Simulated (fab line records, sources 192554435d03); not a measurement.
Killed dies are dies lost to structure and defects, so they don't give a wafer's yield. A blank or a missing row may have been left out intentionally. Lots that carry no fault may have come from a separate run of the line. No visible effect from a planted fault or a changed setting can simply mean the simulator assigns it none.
Matching of chambers | flow n5_finfet | ald_metal-01 running N5_BEOL_M1_ALD_84: 4 sister chambers
The step deposits TaN, pulse time 2 s, purge time 3 s, co reactant purge time 2 s. 14 wafers are shown with their chamber, then 7 later ones without.

## WAFERS WITH THEIR CHAMBER
wafer  | chamber | heater_power_w (W)
L077.1 | 0       | 395
L077.3 | 2       | 347
L077.6 | 2       | 351
L078.1 | 2       | 356
L078.4 | 0       | 388
L078.5 | 2       | 351
L084.2 | 2       | 362
L084.5 | 3       | 439
L084.6 | 2       | 350
L088.1 | 3       | 436
L088.2 | 0       | 392
L088.3 | 2       | 358
L089.1 | 3       | 430
L089.3 | 1       | 441

SIGNATURES (means of the wafers above)
reading        | chamber 0 | chamber 1 | chamber 2 | chamber 3 | scatter within a chamber
heater_power_w | 391.67    | 441.00    | 353.57    | 435.00    | 4.82
Rule: for each reading, subtract the chamber's mean from the wafer's reading, divide by that reading's scatter and square the result; add these up over the readings and take the root, which gives the wafer's distance from the chamber. If the next closest chamber is less than 2 further off than the closest, the wafer can't be placed; otherwise it belongs to the closest. The scatter is the square root of a quotient: the sum, over the shown wafers, of each reading's squared deviation from its chamber's mean, divided by wafers minus chambers.

## WAFERS WHOSE CHAMBER IS MISSING
wafer  | heater_power_w (W)
L089.5 | 423
L091.1 | 363
L091.4 | 399
L091.5 | 436
L093.2 | 424
L093.3 | 399
L093.6 | 441

## WHICH CHAMBER EACH WENT THROUGH
wafer  | from the rows above     | in truth
L089.5 | can't be placed: 3 or 1 | 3
L091.1 | 2                       | 2
L091.4 | 0                       | 0
L091.5 | can't be placed: 3 or 1 | 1
L093.2 | can't be placed: 3 or 1 | 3
L093.3 | 0                       | 0
L093.6 | can't be placed: 1 or 3 | 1
3 of 7 placed correctly. Can't be placed from these rows: 4 (the true chamber is among the candidates in 4). Number placed wrongly: 0.
